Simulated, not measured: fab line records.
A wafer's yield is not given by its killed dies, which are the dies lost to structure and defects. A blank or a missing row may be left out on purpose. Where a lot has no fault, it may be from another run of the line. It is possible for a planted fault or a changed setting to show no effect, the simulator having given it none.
fab line records + flow n5Finfet
[record]
- lots = 4
- wafers = 12
- lastDay = 16
route steps=1938 shown BEOL_M10@1516 BEOL_M11@1536 PASSIVATION@1936
lots with no fault: from the same line, run without faults
startH: hours from the record's opening day to when the first of the lot's shown wafers began + waitH: time in hours since the lot's previous step + " same as the row above + L1.1+2: several wafers, shown together as one row + - no value present, or no start provided + * or withheld: withheld + < > ~ a bound
route shown NAME@n: a module of which the file shows steps, and the number in the route of the first + usual: the fault-free wafers' mean and standard deviation + same: alike in all rows + chamber/n: place in a boat + sites: each site's reading + _std_site: standard deviation across them + _edge_site: inner sites' mean taken away from outer sites' mean + radiusMm: for every site, how far away it sits from the centre of the wafer + mask NAME#n: copy n + behind: tool/chamber where the wafer was last shaped + hold: reason for holding the lot/hours on hold/outcome of the hold + device: transistor that didn't switch, given as n, p or np + end of line: the route-end tests of the same wafers + a step without rows: its recipe alone + killed: dies that structure and defects cost at the first sort, which is not the same as the wafer's yield + map: shows each die of a wafer: x if killed, . if not, _ if none is there
set.NAME: the setting the step ran with; set.NAME@STEP: the setting that earlier step ran with + model.NAME: the simulator's own value behind a step, which no gauge read
certain route steps with their lots: each step a table, each wafer a row
services: when a tool's chamber went out of use (startH, in hours from the record's first day, below 0 if earlier), for how many hours, and the reason
[[steps]]
[step N5_BEOL_M10_HM_STRIP_39]
[recipe]
- chemistry = peroxideTinStrip
- material = TiN
- targetDepthA = 250
- tempC = 50
- timeS = 158
[step N5_BEOL_M10_SRD_40]
[recipe]
- timeS = 30
- tempC = 23
- rinseLiquid = diw
- dry = ipaMarangoni
[step N5_BEOL_M10_PRECLEAN_42]
[recipe]
- chemistry = residueRemover
- timeS = 60
- tempC = 40
[step N5_BEOL_M10_SRD_43]
[recipe]
- timeS = 30
- tempC = 23
- rinseLiquid = diw
- dry = ipaMarangoni
[step N5_BEOL_M10_CURE_72]
[recipe]
- tempC = 370
- timeS = 120
- ambient = DMADMS/He
- material = SiCOH_lowk
[step N5_BEOL_M10_DEGAS_44]
[recipe]
- ambient = vacuum
- tempC = 250
- timeS = 60
[step N5_BEOL_M10_PRE_CLEAN_45]
[recipe]
- gas = H2/He
- timeS = 30
- tempC = 250
[step N5_BEOL_M10_ALD_74]
[recipe]
- material = TaN
- targetThkA = 20
- tempC = 275
- aldPrecursorFamily = PDMAT
- aldCoReactant = NH3
- pressureTorr = 3
- carrierFlowSccm = 1500
- pulseTimeS = 2
- purgeTimeS = 3
- coReactantPurgeTimeS = 2
- coReactantPulseTimeS = 3
- aldCycles = 40
- precursorVesselTempC = 75
- precursorVesselPressureTorr = 26.25
- precursorVesselCarrierSccm = 1000
[step N5_BEOL_M10_SURFACE_TREAT_76]
[recipe]
- gas = Ar
- timeS = *
- ionEnergyEv = *
- ionCurrentMaCm2 = 0.5
- pressureMtorr = *
- arFlowSccm = 30
[step N5_BEOL_M10_CVD_75]
[recipe]
- material = Co
- targetThkA = 20
- tempC = withheld
- precursor = CCTBA/H2
- pressureTorr = 30
- timeS = 138.9
[step N5_BEOL_M10_SPUTTER_48]
[recipe]
- material = Cu
- targetThkA = 120
- tempC = -20
- biasV = 60
- powerW = 26000
- chamberPressurePa = 0.13
- timeS = 2
[step N5_BEOL_M10_ECD_50]
[recipe]
- material = Cu
- targetThkA = 3180
| lot.wafer  | tool     | chamber | startH | waitH |
|------------|----------|---------|--------|-------|
| L618.3+5+6 | ecdCu-01 | 1,1,0   | 284.31 | 0.1   |
| L620.1+4+5 | ecdCu-01 | 0       | 294.17 | 0.1   |
| L621.1+5+6 | ecdCu-01 | 0,1,0   | 297.95 | 0.1   |
| L629.1+3+4 | ecdCu-02 | 1,1,0   | 334.76 | 0.1   |
[step N5_BEOL_M10_ANNEAL_51]
[recipe]
- tempC = 225
- timeS = 90
- ambient = N2
[step N5_BEOL_M10_CMP_52]
[recipe]
- stopOn = SiCOH_lowk
- tOverpolishS = 7
- downForcePsi = 1
- platenRpm = 50
- clearingPlatenDownForcePsi = 1.5
- clearingPlatenRpm = 50
- postCmpClean = cuAlkaline
- targetThkNm = 140
- clearingPlatenPadVelocityMS = 0.99484
- padVelocityMS = 0.99484
[step N5_BEOL_M10_PRE_CLEAN_55]
[recipe]
- gas = NH3
- timeS = 15
- tempC = withheld
- rfPowerW = 300
[step N5_BEOL_M10_DEP_56]
[recipe]
- material = SiCN
- targetThkA = 150
- tempC = withheld
- precursor = 3MS/NH3
- pressureTorr = 3
- rfW = 202
- timeS = 26.5
[step N5_BEOL_M11_ILD_DEP_00]
[recipe]
- material = SiCOH_lowk
- targetThkA = 3085.1
- tempC = 300
- precursor = DEMS/porogen
- pressureTorr = 5
- rfW = 500
- timeS = 58
[step N5_BEOL_M11_CURE_71]
[recipe]
- tempC = 385
- timeS = 240
- ambient = He/Ar
- material = SiCOH_lowk
[step N5_BEOL_M11_PECVD_70]
[recipe]
- material = SiO2
- targetThkA = 200
- tempC = 400
- precursor = TEOS/O2
- pressureTorr = 5.5
- rfW = 450
- teosFlowSccm = 53.8
- gas = O2
- flowSccm = 3000
- timeS = 22.7
[step N5_BEOL_M11_HM_DEP_02]
[recipe]
- material = TiN
- targetThkA = 200
- tempC = 25
- chamberPressurePa = 0.49996
[step N5_BEOL_M11_COAT_59]
[recipe]
- resist = SOC
- tempC = 250
- timeS = 60
- spinRpm = 1500
- resistThkNm = 100
[step N5_BEOL_M11_COAT_60]
[recipe]
- resist = SiARC
- tempC = 220
- timeS = 60
- spinRpm = 1500
- resistThkNm = 30
[step N5_BEOL_M11_COAT_05]
[recipe]
- resist = CAR-ArF
- spinRpm = 1500
- resistThkNm = 90
[step N5_BEOL_M11_EBR_07]
[recipe]
- solvent = PGMEA
- ebrWidthMm = 1.5
[step N5_BEOL_M11_SOFTBAKE_06]
[recipe]
- tempC = 110
- timeS = 60
- resist = CAR-ArF
[step N5_BEOL_M11_EXPOSE_08]
[recipe]
- maskId = M11
- na = 1.35
- sourceShape = dipole
- sigmaInner = 0.411
- sigmaOuter = 0.611
- polarization = te
- doseMj = 53.75
[step N5_BEOL_M11_PEB_09]
[recipe]
- pebTempC = withheld
- pebTimeS = 60
- resist = CAR-ArF
[step N5_BEOL_M11_DEVELOP_10]
[recipe]
- developTimeS = 30
- developer = TMAH
- resist = CAR-ArF
- rinseLiquid = diw
- dry = airSpin
- devTempC = 23
[step N5_BEOL_M11_DESCUM_16]
[recipe]
- chemistry = O2
- timeS = 7.9
- sourcePowerW = 50
- biasPowerW = 20
- pressureMtorr = 20
- rfFrequencyHz = 2.712e+07
- tempC = 40
- resist = CAR-ArF
- o2FlowSccm = 225
[step N5_BEOL_M11_ETCH_61]
[recipe]
- chemistry = CF4
- target = SiARC
- targetDepthA = 390
- maskMaterial = CAR-ArF
- timeS = 65
- ionEnergyEv = 80
- pressureMtorr = 40
- sourceW = 545
- biasW = 36
- Ar_flow_sccm = 100
- cf4FlowSccm = 100
- ends = cleared
[step N5_BEOL_M11_ETCH_62]
[recipe]
- chemistry = N2/H2
- target = SOC
- targetDepthA = 1100
- overetchA = 220
- maskMaterial = SiARC
- tempC = 40
- timeS = 165
- ionEnergyEv = 200
- pressureMtorr = 30
- sourceW = 840
- biasW = 150
- n2FlowSccm = 200
- h2FlowSccm = 200
[step N5_BEOL_M11_STRIP_68]
[recipe]
- chemistry = N2/H2
- tempC = 40
- n2FlowSccm = 200
- h2FlowSccm = 200
- rfFrequencyHz = 6e+07
[step N5_BEOL_M11_STRIP_67]
[recipe]
- chemistry = CF4
- resist = SiARC
- powerW = 300
- biasPowerW = 75
- pressureMtorr = 50
- cf4FlowSccm = 150
- rfFrequencyHz = 6e+07
[step N5_BEOL_M11_HM_OPEN_17]
[recipe]
- chemistry = Cl2/BCl3
- targetDepthA = 200
- overetchA = 60
- target = TiN
- maskMaterial = SOC
- ionEnergyEv = 150
- pressureMtorr = 10
- icpW = 1000
- biasW = 126
- Cl2_flow_sccm = 53.25
- bcl3FlowSccm = 21.75
- Ar_flow_sccm = 25
[step N5_PASSIVATION_PROBE_49]
[usual]
- defectLimitedYield = 91.4/1.4
- killed_at_M0_to_M3 = 31/10
- killed_at_M4_up = 14/5.6
- killedAtContacts = 13/6.3
- killedAtFrontEnd = 39/10
- killedAtOther = 4/3.1
- killedDies = 101/16
- killedOnRim = 13/3.9
- killedOpen = 65/13
- killedShort = 34/7.2
- sort_bin_5_function = 5.1/0.88
- sort_bin_6_memory = 3.2/0.66
- sortNPass = 1079/16
- sortYieldPct = 91.4/1.4
[same]
- grossDies = 1180
- killedAtBackSide = 0
- sort_bin_4_leakage[%] = 0
- sort_bin_8_speed[%] = 0
| lot.wafer | tool      | chamber | startH | waitH | defectLimitedYield[%] | killed_at_M0_to_M3 | killed_at_M4_up | killedAtContacts | killedAtFrontEnd | killedAtOther | killedDies | killedOnRim | killedOpen | killedShort | sort_bin_5_function[%] | sort_bin_6_memory[%] | sortNPass | sortYieldPct[%] |
|-----------|-----------|---------|--------|-------|-----------------------|--------------------|-----------------|------------------|------------------|---------------|------------|-------------|------------|-------------|------------------------|----------------------|-----------|-----------------|
| L620.1    | prober-01 | -       | 340.80 | 0.0   | 50.6                  | 34                 | 506             | 6                | 37               | 0             | 583        | 78          | 50         | 30          | 31.9                   | 13.6                 | 597       | 50.6            |
| L620.4    | prober-01 | -       | 340.95 | 0.2   | 46.9                  | 15                 | 569             | 13               | 28               | 1             | 626        | 93          | 45         | 25          | 34.1                   | 15.4                 | 554       | 46.9            |
| L620.5    | prober-01 | -       | 341.00 | 0.2   | 51.4                  | 27                 | 492             | 6                | 46               | 2             | 573        | 65          | 52         | 36          | 30.4                   | 15.0                 | 607       | 51.4            |
| L621.1    | prober-01 | -       | 346.54 | 0.0   | 49.0                  | 23                 | 520             | 20               | 38               | 1             | 602        | 75          | 67         | 24          | 32.9                   | 15.3                 | 578       | 49.0            |
| L621.5    | prober-01 | -       | 346.74 | 0.2   | 53.6                  | 18                 | 482             | 13               | 33               | 2             | 548        | 81          | 49         | 24          | 30.3                   | 13.1                 | 632       | 53.6            |
| L621.6    | prober-01 | -       | 346.79 | 0.3   | 51.3                  | 40                 | 494             | 21               | 19               | 1             | 575        | 75          | 57         | 33          | 29.9                   | 15.5                 | 605       | 51.3            |
// killed by level:class
L620.1 BEOL_M10:unspecified=501 BEOL_M0_SAQP:geometricParticle:open=11 FIN_SAQP:geometricParticle:open=10 FIN_SAQP:geometricParticle:short=8 BEOL_M0_SAQP:geometricParticle:short=7 BEOL_M3:geometricParticle:open=7 GATE_CUT:geometricParticle:short=4 BEOL_M1:geometricParticle:open=3
L620.4 BEOL_M10:unspecified=556 MOL_CONTACT_COAG:geometricParticle:open=11 BEOL_M4:geometricParticle:open=9 DUMMY_GATE:geometricParticle:open=5 GATE_CUT:geometricParticle:short=5 FIN_SAQP:geometricParticle:open=4 BEOL_M1:geometricParticle:open=4 FIN_SAQP:geometricParticle:short=3
L620.5 BEOL_M10:unspecified=485 GATE_CUT:geometricParticle:short=11 FIN_SAQP:geometricParticle:short=9 STI_FIN_REVEAL:geometricParticle:open=8 BEOL_M0_SAQP:geometricParticle:open=8 BEOL_M0_SAQP:geometricParticle:short=6 FIN_SAQP:geometricParticle:open=5 MOL_CONTACT_COAG:geometricParticle:open=5
L621.1 BEOL_M10:unspecified=510 MOL_CONTACT_COAG:geometricParticle:open=18 FIN_SAQP:geometricParticle:short=9 BEOL_M4:geometricParticle:open=8 GATE_CUT:geometricParticle:open=6 BEOL_M2:geometricParticle:open=6 FIN_SAQP:geometricParticle:open=5 BEOL_M0_SAQP:geometricParticle:short=5
L621.5 BEOL_M10:unspecified=473 MOL_CONTACT_COAG:geometricParticle:open=10 FIN_SAQP:geometricParticle:short=7 FIN_SAQP:geometricParticle:open=6 STI_FIN_REVEAL:geometricParticle:open=6 BEOL_M0_SAQP:geometricParticle:open=6 MOL_CONTACT_COAG:geometricParticle:short=3 BEOL_M0_SAQP:geometricParticle:short=3
L621.6 BEOL_M10:unspecified=485 MOL_CONTACT_COAG:geometricParticle:open=16 BEOL_M0_SAQP:geometricParticle:open=9 BEOL_M0_SAQP:geometricParticle:short=7 FIN_SAQP:geometricParticle:short=6 BEOL_M0:geometricParticle:open=6 MOL_CONTACT_COAG:geometricParticle:short=5 BEOL_M0:geometricParticle:short=5
// map L620.4 (x killed, . not)
_________________..xx.xxx.xxx________________
______________x.xxx.xxxx......xx_____________
___________xx..xxxxxx.x.x.xxxxxx..x__________
__________xxxx.xxx.x.xx.x..x.x..x.xx_________
________x.x..x...xxx......xxx.xx..xx.._______
_______x.xxxxx.xx...xx..x.xx.x.x...x...______
______.x.x.xx..x.xxx.xxxxx.x..xx.....xx._____
_____xxxxx.xx.x.xxxx.xx.x.....x.x..xx..xx____
____xx.x.....xx.xxxx..x...x.xx.xxx.xx.xx.x___
___..xx..x.xxxxxx.xxx.xx.....xx.x.x.xx...x.__
___xxx.xxx.x..x.x.xxxx.x..x...xx....xxxxx.x__
__xx.xxxxx.xx..x.x...xxxx..x....x.xx.x.xxx.x_
__xx..x.x.x.....xx.xxx.x.x.xx...x.x..x..xxxx_
_xxx..x.xx.xx.x.x.xxx.xxxx.xx.x....xxx.....xx
_x..x.x..x....xxxxx.xxxxx.x..xx.xxx..x.xx.x.x
_....xxxxxxxx....xxx...x.x.x.x.x.xx....xx...x
_...x..xxxx..xxxx...xxxxx..xxx.x..xxx.x.x...x
_xxx.xx....x.xx.x.x..xx...x.xxxxxx..xx..xxxxx
_x..x....xx.x.x.x.....xxx.x.......xx.x.x.x..x
_x.....xxxxx.xx.xxx...xxx.x....x....xx.x..xxx
_x....x...x...xx.x..xxx.x.x.xx......x.x.x.xxx
__x..xx.x..x.x.x.xxx.xx.xx..x.xxxx..x.x.xxxx_
__...xx.x.xx.xxxxx..xx.x..x.x..xxxxxxx...x.x_
___xx..xx.xx..xx....xxxx..x..x.xx.x..xx..x.__
___x.x.x.x.x..x...xx.x.xxx.xx...xx.x..xxxx.__
____xx.....xxxxxxxxx....x..xx..xxx...xx..x___
_____x..xx..xx.....x...xxxxx..xxx..x...xx____
______.x..x.xx...xxx..x...x.x.xx.xx.xx.x_____
_______.xxx..xx.xxxx...xxxx...x.xx.x.xx______
________x.xx.x..xx.xxx.xxxx.x.x.xxx..x_______
__________.x...x....x..x.xxx.x.xx.x._________
___________...x...x..xxxx.xxxx..x.x__________
______________..xx..x..xxx...xxx_____________
_________________.....x..xx.x________________
// map L621.1 (x killed, . not)
_________________xxx.xxx.xxx.________________
______________.xx.x.xxxx.xxxx..._____________
___________.x.xx..x....x..x.xxx..xx__________
__________xx.xxx...xx.xxxx.x...xxxxx_________
________.x.x....x...xxxxxxx.x....xx.xx_______
_______.xxx.x..x.x..xxx..x.xx.x..x.xxx.______
______xxxxx.....x..x.x.x..x..xx...xx.xx._____
_____.xxx...xxxxx.x.xx.x.xxxx..x..x.xxxxx____
____.x.x.x.xx.xxxxxx.x.x...xx..xxxx..xxxxx___
___x..x.xx.x..xxxx.x.xxx...x...x.xx.x.xx..x__
___.x...xx.xx.x.xxx....xxxxx.xx.x..xxx.xxx.__
__....x..x..x.x...xxxx..xx.xxxx.x.xx.....x.x_
__.xxx.xx..xxxx.x..xx.x.xxxx..x.......xx.x.._
_.x...xx.x.......x..xx.....xx..x..xxx..xx..xx
_..x.xx.x.x.x...xx...x...xx.x..xxxxxx.x..xx.x
_xx.x...xx....x...x.....xxx.x..x.x.xxx.xx....
_x.x.x.x.x..xx..xx..x....xxx.xx.........xxx..
_x.xxx..xxx..x...xxx..xx.x...xxxx...x..x.x..x
_xx....x.xxxxxxxx.x.xxx.xx...x......xx..x.x..
_xx..x.xxxx...xx...xxx..x.xxxxxxxx.x.x.x..xx.
_x.xxx.xx.....x.xxx..xx..x......xx.xxxx......
__.xx.xxx.x.x..x.x..xx.x..xx..xxx...xxxx.x.._
__xxxx.x...xx....xxxx.xx...x..x..xxxxx..x.xx_
___x.x...xxxxxx.x..x.x.....x..x.x...x..x.x.__
___..x.x.x.x..xx.x.xx.xxxx.xxxxx..x..x.x...__
____..xxxx.x...xx..x..x.x.xxx.xx...xxx....___
_____...xxx.xx.x.x..xxx.x.xx..xxxxx.xx...____
______xx..x.xxx.xxxx...x...x.....xxxxx.._____
_______xxx.xx.x.x.x.xxxx.x.xxx....xxxxx______
________..x....xx.xxxxxxx.x..xx....xx._______
__________.xxx.xx..x.xxx.xxx.x.x.x.._________
___________x.x.x.xx......x.xx.x.x..__________
______________.x.x....xx.x......_____________
_________________xx..x.x.xx.x________________
[[services]]
| tool     | chamber | startH | hours | kind   |
|----------|---------|--------|-------|--------|
| ecdCu-02 | -       | 288.62 | 0.7   | repair |
[[key]]
[firstSign]
- step = N5_PASSIVATION_PROBE_49
- reading = killed_at_M4_up
- direction = up
- sigmas = 89
- usual = 14
- struck = 510
[effect]
- step = N5_PASSIVATION_PROBE_49
- reading = defectLimitedYield
- direction = down
- sigmas = 30
- usual = 91.4
- struck = 50.5
[moreKillsBornAt]
- N5_BEOL_M10_ECD_50@ecdCu-01 = 3010
metAt N5_BEOL_M10_ECD_50
struckWafers L620.1,L620.4,L620.5,L621.1,L621.5,L621.6
onsetBetween 284.31 294.17
[fault]
- kind = chamberParticleSource
- tool = ecdCu-01
- chamber = -
- onsetH = 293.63
- steps = N5_BEOL_M10_ECD_50
- ratePerVisitCm2 = 1.1257
- endH = 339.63
